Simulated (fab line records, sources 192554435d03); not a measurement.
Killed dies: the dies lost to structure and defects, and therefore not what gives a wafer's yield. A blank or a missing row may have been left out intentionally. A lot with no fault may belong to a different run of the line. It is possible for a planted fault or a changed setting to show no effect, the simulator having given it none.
A lot that was struck, set against a sound lot ; flow n5-finfet ; 43 steps out of a route of 1938
Sound: wafers L193.1, L193.3, L193.6. Struck: wafer L203.4. (L203.2 of the same lot was not struck and is left out.) The cause comes at the end.
For every step that has rows: the tool of each side, followed by ch and its chambers, followed by its first start. Under that, the readings that differ: sound wafers ; struck wafers ; difference of the means ; sigmas: that difference in standard deviations of wafers without a fault.
alike: words and numbers the same on both sides, and readings whose means are apart by under 2 such deviations; not compared: readings that were withheld, readings missing a value for some wafer, numbers with overlapping values and no deviation given by the record, and bounds like >300 which may hide the same value.
Wherever a step has rows on one side only, a row that says differs or no value, or a row with sigmas, the two part there. Non-overlapping numbers with no deviation appear without sigmas and do not part them. A reading missing from all wafers of one side parts the sides only when that side holds two or more wafers.

first, 6 steps without rows for these wafers: N5_PMOS_HMC_CHANNEL_EPI_PRECLEAN_36 (cleans in O3/DIW, time 45 s); N5_PMOS_HMC_CHANNEL_EPI_PRECLEAN_18 (cleans in DHF, time 30 s); N5_PMOS_HMC_CHANNEL_EPI_SRD_19 (time 30 s); N5_PMOS_HMC_CHANNEL_EPI_EPI_20 (deposits SiGe30, target thk 59 nm); N5_PMOS_HMC_CHANNEL_EPI_HM_STRIP_35 (strips SiO2 in dHF, material SiO2, target depth 39.6 nm, time 216 s); N5_PMOS_HMC_CHANNEL_EPI_SRD_39 (time 30 s).
N5_PMOS_HMC_CHANNEL_EPI_CMP_21: polishes SiGe30, target thk 54 nm.
  sound on cmp-04 ch 1,2,3, day 3 01:33; struck on cmp-04 ch 3, day 5 13:40
  alike: edge-zone-pressure-frac, motor-current-A
N5_PMOS_HMC_CHANNEL_EPI_THK_MEAS_22:
  sound: film-metro-02 at day 3 01:50; struck: film-metro-01 at day 5 13:58
  alike: HMC_CMP_THK
then, 4 steps without rows for these wafers: N5_PMOS_HMC_CHANNEL_EPI_PRECLEAN_40 (cleans in DHF, time 30 s); N5_PMOS_HMC_CHANNEL_EPI_PRECLEAN_37 (cleans in O3/DIW, time 45 s); N5_PMOS_HMC_CHANNEL_EPI_PRECLEAN_24 (cleans in DHF, time 30 s); N5_PMOS_HMC_CHANNEL_EPI_SRD_25 (time 30 s).
N5_PMOS_HMC_CHANNEL_EPI_EPI_26: deposits Si from SiH4/H2, target thk 3.8 nm, time 22.7 s.
  sound on epi-rpcvd-03 ch 0, day 3 01:57; struck on epi-rpcvd-03 ch 0, day 5 14:07
reading;sound;struck;difference;sigmas
model.Si_of_PMOS_HMC_CHANNEL_EPI_EPI_26.thk-nm (nm);3.866 3.83 3.873;2.757;-1.099;
  alike: chamber-pressure-Torr, throttle-valve-pct
N5_PMOS_HMC_CHANNEL_EPI_INSPECT_30: inspects for defects (darkfield).
  sound: defect-inspect-01 at day 3 02:19; struck: defect-inspect-01 at day 5 14:26
  alike: raw-defect-count
then, 5 steps without rows for these wafers: N5_FIN_SAQP_PRECLEAN_42 (cleans in O3/DIW, time 60 s); N5_FIN_SAQP_PRECLEAN_00 (cleans in SC1, time 60 s); N5_FIN_SAQP_PRECLEAN_44 (cleans in SC2, time 45 s); N5_FIN_SAQP_SRD_01 (time 30 s); N5_FIN_SAQP_ALD_61 (deposits SiO2, target thk 4 nm, pulse time 1 s, purge time 2 s).
N5_FIN_SAQP_DENSIFY_62: time 60 s.
  sound on rtp-anneal-01 ch 0, day 3 02:46; struck on rtp-anneal-02 ch 0, day 5 14:48
  alike: lamp-power-pct, lamp_zone_5_pct, lamp_zone_6_pct, wafer_temp_C_max
then, 1 step without rows for these wafers: N5_FIN_SAQP_HM_DEP_03 (deposits SiNx from SiH4/NH3/N2, target thk 38 nm, time 33.6 s).
N5_FIN_SAQP_THK_MEAS_05:
  sound: film-metro-01 at day 3 03:05; struck: film-metro-02 at day 5 15:04
  alike: thk-nm
N5_FIN_SAQP_PECVD_47: deposits a-Si from SiH4/He, target thk 45 nm, time 36.3 s.
  sound on pecvd-03 ch 0,1, day 3 03:07; struck on pecvd-02 ch 0, day 5 15:07
reading;sound;struck;difference;sigmas
heater-power-w (W);801 837 852;714;-116;-2
showerhead-plenum-p-Torr (Torr);5.66 5.71 5.72;5.60;-0.10;-2
throttle-valve-pct (%);17.8 17.1 17.3;19.4;+2.0;+2
  alike: chamber-pressure-Torr
then, 2 steps without rows for these wafers: N5_FIN_SAQP_PECVD_48 (deposits SiNx from SiH4/NH3/N2, target thk 25 nm, time 22.1 s); N5_FIN_SAQP_PECVD_06 (deposits a-Si from SiH4/He, target thk 60 nm, time 48.1 s).
N5_FIN_SAQP_THK_MEAS_07:
  sound: film-metro-02 at day 3 03:17; struck: film-metro-01 at day 5 15:17
  alike: thk-nm
N5_FIN_SAQP_HM_DEP_72: deposits SiO2 from SiH4/N2O, target thk 12 nm, time 7.2 s.
  sound on pecvd-03 ch 0,1,2, day 3 03:19; struck on pecvd-01 ch 0, day 5 15:19
reading;sound;struck;difference;sigmas
chamber-pressure-Torr (Torr);0.7483 0.7480 0.7547;0.7538;+0.0035;+2
  alike: heater-power-w, showerhead-plenum-p-Torr
then, 8 steps without rows for these wafers: N5_FIN_SAQP_COAT_49 (time 60 s, resist thk 100 nm); N5_FIN_SAQP_COAT_50 (time 60 s, resist thk 35 nm); N5_FIN_SAQP_COAT_10 (resist thk 90 nm); N5_FIN_SAQP_EBR_12; N5_FIN_SAQP_SOFTBAKE_11 (time 60 s); N5_FIN_SAQP_EXPOSE_13 (exposes mask FIN CORE, target cd 35.6 nm); N5_FIN_SAQP_PEB_14 (peb time 60 s); N5_FIN_SAQP_DEVELOP_15 (develop time 30 s).
N5_FIN_SAQP_CD_MEAS_16: target cd 35.6 nm.
  sound on cd-sem-03 ch 0, day 3 03:46; struck on cd-sem-02 ch 0, day 5 15:38
  alike: cd-nm
N5_FIN_SAQP_OVL_MEAS_17:
  sound on overlay-02 ch 0, day 3 03:49; struck on overlay-02 ch 0, day 5 15:41
  alike: FIN_CORE_OVL
N5_FIN_SAQP_INSPECT_18: inspects for defects (brightfield).
  sound: defect-inspect-02 at day 3 03:50; struck: defect-inspect-02 at day 5 15:42
  alike: raw-defect-count
then, 1 step without rows for these wafers: N5_FIN_SAQP_DESCUM_21 (chemistry O2, time 7.9 s).
N5_FIN_SAQP_ETCH_51: etches SiARC in CF4, target depth 45.5 nm, time 75.8 s.
  sound on rie-diel-05 ch 2,3, day 3 04:01; struck on rie-diel-04 ch 1, day 5 15:46
reading;sound;struck;difference;sigmas
drypump-motor-current-A (A);5.5 5.8 5.5;6.5;+0.9;+3
oes-product-au (a.u.);0.82 0.81 0.82;0.60;-0.22;-3
throttle-valve-pct (%);15.36 15.38 15.39;15.93;+0.55;+2
  alike: etch-rf-on-time-s, rf-vpp-V, showerhead-plenum-p-Torr
  not compared: rf-hours-counter-h
then, 1 step without rows for these wafers: N5_FIN_SAQP_ETCH_52 (etches SOC in N2/H2, target depth 100 nm, overetch 20 nm, time 150 s).
N5_STI_FIN_REVEAL_CLEAN_19: cleans in O3/DIW, time 120 s.
  sound on wet-bench-05 ch 0,5,6, day 3 18:43; struck on wet-bench-01 ch 3, day 6 06:20
reading;sound;struck;difference;sigmas
model.Si_of_PMOS_HMC_CHANNEL_EPI_EPI_26.thk-nm (nm);2.6 2.4 2.6;1.4;-1.1;
after that, 1 step had no rows for these wafers: N5_PASSIVATION_PROBE_49.

== WHERE THEY PART ==
At N5_FIN_SAQP_PECVD_47 first; at N5_FIN_SAQP_ETCH_51 last (within this record only).

WHY: what the simulator had put in
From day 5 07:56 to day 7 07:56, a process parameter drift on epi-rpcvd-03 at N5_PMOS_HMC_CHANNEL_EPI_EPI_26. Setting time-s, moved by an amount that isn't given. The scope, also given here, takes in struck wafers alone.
